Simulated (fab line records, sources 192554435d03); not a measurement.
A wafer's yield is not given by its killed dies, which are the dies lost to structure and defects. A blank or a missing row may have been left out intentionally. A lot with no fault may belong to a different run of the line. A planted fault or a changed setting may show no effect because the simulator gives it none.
Matching of chambers -- flow n5Finfet -- N5_BEOL_M4_ETCH_70 on rieDiel-04: 4 sister chambers
The step etches SOC in N2/H2, target depth 80 nm, overetch 24 nm, time 130 s. 8 wafers are shown with their chamber, then 7 later ones without.

## EACH WAFER AND ITS CHAMBER
wafer,chamber,drypumpMotorCurrentA (A),throttleValvePct (%)
L078.4,2,6.0,17.54
L081.1,3,5.6,17.61
L081.3,0,5.3,17.83
L085.2,0,5.3,17.86
L085.3,3,5.6,17.61
L085.4,1,5.6,18.02
L087.1,2,6.0,17.59
L087.5,1,5.5,18.02

## WAFERS MISSING THEIR CHAMBER
wafer,drypumpMotorCurrentA (A),throttleValvePct (%)
L087.6,5.3,17.84
L092.2,5.5,18.04
L092.4,5.3,17.86
L092.5,5.3,17.86
L096.2,5.3,17.89
L096.4,5.6,18.05
L096.5,5.3,17.89

## WHICH CHAMBER EACH WENT THROUGH
wafer,from the rows above,in truth
L087.6,0,0
L092.2,1,1
L092.4,0,0
L092.5,0,0
L096.2,0,0
L096.4,1,1
L096.5,0,0
Placed correctly: 7 of 7. Left unplaced by these rows: 0. Placed wrongly: 0.
How it was worked out, from the rows above alone: a wafer's distance from a chamber is the root of the sum, over the readings, of the square of ((its reading less the chamber's mean) divided by the reading's scatter). The wafer belongs to the nearest chamber; if the next one is less than 2 further off, it can't be placed. Each chamber's mean is taken over the wafers shown for it. The scatter: take each reading less its chamber's mean, square it, sum over the shown wafers, divide by the number of wafers less the number of chambers, and take the root.
